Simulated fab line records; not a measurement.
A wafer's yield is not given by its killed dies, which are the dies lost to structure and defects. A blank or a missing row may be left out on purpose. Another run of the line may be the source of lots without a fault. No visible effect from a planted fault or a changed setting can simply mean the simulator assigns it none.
Which tool did it? | flow n5-finfet | 23 lots, 69 wafers sampled, at 3 steps of a route of 1938

WHAT THE GAUGES SHOWED, per wafer
N5_BEOL_M0_SAQP_THK_MEAS_05.
lot  | measured     | on            | thk-nm (nm)
L074 | day 5 16:45  | film-metro-01 | 59.2 60.3 60.4
L075 | day 5 22:46  | film-metro-02 | 59.3 61.0 60.4
L076 | day 6 10:55  | film-metro-02 | 59.4 61.1 61.4
L078 | day 6 13:14  | film-metro-02 | 61.0 59.8 61.4
L077 | day 6 18:35  | film-metro-01 | 58.7 59.1 59.8
L079 | day 6 19:05  | film-metro-02 | 60.2 60.6 62.2
L080 | day 6 22:46  | film-metro-02 | 60.6 61.0 61.6
L081 | day 7 01:33  | film-metro-01 | 59.9 58.7 60.5
L082 | day 7 12:28  | film-metro-01 | 59.1 59.3 60.0
L083 | day 7 17:02  | film-metro-02 | 59.9 60.1 59.9
L084 | day 8 05:13  | film-metro-01 | 58.6 60.2 58.3
L085 | day 8 13:11  | film-metro-02 | 60.3 60.8 60.3
L086 | day 8 15:33  | film-metro-01 | 61.3 59.6 60.0
L087 | day 8 23:02  | film-metro-01 | 60.2 58.8 60.3
L088 | day 9 01:27  | film-metro-01 | 59.1 58.9 59.2
L089 | day 9 06:08  | film-metro-02 | 58.9 57.5 60.1
L090 | day 9 09:23  | film-metro-01 | 60.0 60.4 60.2
L092 | day 10 02:54 | film-metro-01 | 60.1 59.0 61.0
L093 | day 10 07:52 | film-metro-02 | 61.3 61.9 61.2
L094 | day 10 15:11 | film-metro-01 | 61.9 61.1 60.8
L095 | day 10 18:44 | film-metro-01 | 60.5 59.9 60.4
L096 | day 10 22:16 | film-metro-02 | 60.5 61.1 61.5
L097 | day 11 06:19 | film-metro-01 | 60.0 60.3 61.1

N5_BEOL_M0_SAQP_OVL_MEAS_15.
lot  | measured     | on         | M0_CORE_OVL (nm)
L074 | day 5 17:16  | overlay-01 | 0.1 0.7 -0.3
L075 | day 5 23:16  | overlay-02 | 1.1 1.1 0.6
L076 | day 6 11:19  | overlay-01 | -0.5 0.9 -0.3
L078 | day 6 13:37  | overlay-01 | -0.2 0.0 -0.6
L077 | day 6 18:59  | overlay-02 | 0.0 0.6 0.2
L079 | day 6 19:28  | overlay-02 | -0.3 0.3 -0.2
L080 | day 6 23:09  | overlay-02 | -1.0 -0.9 -0.5
L081 | day 7 02:04  | overlay-02 | -0.6 -0.2 -0.7
L082 | day 7 12:51  | overlay-02 | -0.5 0.3 0.8
L083 | day 7 17:26  | overlay-01 | 1.3 0.5 0.5
L084 | day 8 05:44  | overlay-01 | -0.1 0.4 1.0
L085 | day 8 13:43  | overlay-01 | -0.3 0.7 0.9
L086 | day 8 15:56  | overlay-02 | 0.6 0.0 -0.3
L087 | day 8 23:33  | overlay-02 | 0.5 0.4 0.4
L088 | day 9 01:50  | overlay-02 | 0.5 0.8 1.0
L089 | day 9 06:39  | overlay-01 | 0.0 0.6 0.4
L090 | day 9 09:47  | overlay-01 | -0.2 0.2 -1.3
L092 | day 10 03:25 | overlay-02 | -0.2 -0.3 -1.3
L093 | day 10 08:22 | overlay-02 | 0.2 0.2 -0.3
L094 | day 10 15:43 | overlay-02 | 0.2 1.1 0.4
L095 | day 10 19:08 | overlay-02 | 0.5 0.9 0.8
L096 | day 10 22:48 | overlay-02 | 0.1 -1.1 -1.0
L097 | day 11 06:43 | overlay-02 | -0.2 0.7 -0.1

WHAT TOOL EACH LOT RAN ON (gives the tool, then ch and the chambers of the sampled wafers, and finally the start)
lot  | N5_BEOL_M0_SAQP_PECVD_96
L074 | pecvd-04 ch 0,1,2, day 5 16:34
L075 | pecvd-01 ch 1,2, day 5 22:35
L076 | pecvd-02 ch 0,1,2, day 6 10:46
L078 | pecvd-02 ch 0,1,2, day 6 13:04
L077 | pecvd-04 ch 0,1,2, day 6 18:23
L079 | pecvd-02 ch 0,2, day 6 18:54
L080 | pecvd-02 ch 0,2, day 6 22:35
L081 | pecvd-01 ch 0,1, day 7 01:22
L082 | pecvd-04 ch 0,2, day 7 12:17
L083 | pecvd-02 ch 0,1, day 7 16:52
L084 | pecvd-04 ch 0,2, day 8 05:02
L085 | pecvd-01 ch 0,1, day 8 13:01
L086 | pecvd-01 ch 0,1,2, day 8 15:22
L087 | pecvd-01 ch 0,1, day 8 22:51
L088 | pecvd-04 ch 0,2, day 9 01:16
L089 | pecvd-04 ch 0,2, day 9 05:57
L090 | pecvd-01 ch 0,1,2, day 9 09:13
L092 | pecvd-04 ch 0,1, day 10 02:38
L093 | pecvd-01 ch 0,2, day 10 07:41
L094 | pecvd-01 ch 0,1,2, day 10 15:00
L095 | pecvd-02 ch 0,2, day 10 18:29
L096 | pecvd-02 ch 0,2, day 10 22:01
L097 | pecvd-02 ch 0,1,2, day 11 06:08
- N5_BEOL_M0_SAQP_PECVD_96: deposits a-Si from SiH4/He, target thk 45 nm, time 45.2 s.

WHAT THE TOOLS THEMSELVES READ (means of the sampled wafers that have a number; where no wafer has one, the mark that the record gives instead)
N5_BEOL_M0_SAQP_PECVD_96.
lot  | tool     | heater-power-w (W) | showerhead-plenum-p-Torr (Torr) | throttle-valve-pct (%)
L074 | pecvd-04 | 568                | 5.68                            | 18.6
L075 | pecvd-01 | 542                | 5.64                            | 19.1
L076 | pecvd-02 | 668                | 5.72                            | 18.0
L078 | pecvd-02 | 682                | 5.72                            | 18.0
L077 | pecvd-04 | 582                | 5.69                            | 18.8
L079 | pecvd-02 | 597                | 5.75                            | 17.8
L080 | pecvd-02 | 632                | 5.76                            | 17.7
L081 | pecvd-01 | 556                | 5.64                            | 18.9
L082 | pecvd-04 | 593                | 5.67                            | 17.8
L083 | pecvd-02 | 718                | 5.71                            | 17.9
L084 | pecvd-04 | 564                | 5.69                            | 17.8
L085 | pecvd-01 | 544                | 5.66                            | 19.5
L086 | pecvd-01 | 568                | 5.61                            | 18.7
L087 | pecvd-01 | 595                | 5.65                            | 18.9
L088 | pecvd-04 | 587                | 5.68                            | 18.6
L089 | pecvd-04 | 605                | 5.68                            | 17.8
L090 | pecvd-01 | 567                | 5.62                            | 18.9
L092 | pecvd-04 | 592                | 5.68                            | 19.7
L093 | pecvd-01 | 679                | 5.57                            | 18.0
L094 | pecvd-01 | 634                | 5.62                            | 18.6
L095 | pecvd-02 | 660                | 5.75                            | 17.7
L096 | pecvd-02 | 630                | 5.75                            | 17.8
L097 | pecvd-02 | 650                | 5.72                            | 18.0

THE ANSWER, worked out from the rows above alone
Rule: usual is defined by the lots themselves. The widest of any qualifying gaps counts: lots, ordered by their means at a reading, are off when they make up no more than a third of the lots, leave a main group of 4 or more, and stand apart from it by 3 or more times the standard deviation of that group's means. Not used: any main group whose means are identical at the precision the tables above print for the reading. A lot without any number at a reading at which 4 lots or more have one is off too. Any other lot the step has rows for is counted as sound. First the gauges in route order, then the tools' own readings, where a lot's mean is used as printed above. The first step at which some lot is off is used, and at that step the reading that is off furthest; a lot without a number counts as furthest.
Across all readings shown, no lot is off: no conclusion can be drawn from this.

WHAT WAS PUT IN BY THE SIMULATOR
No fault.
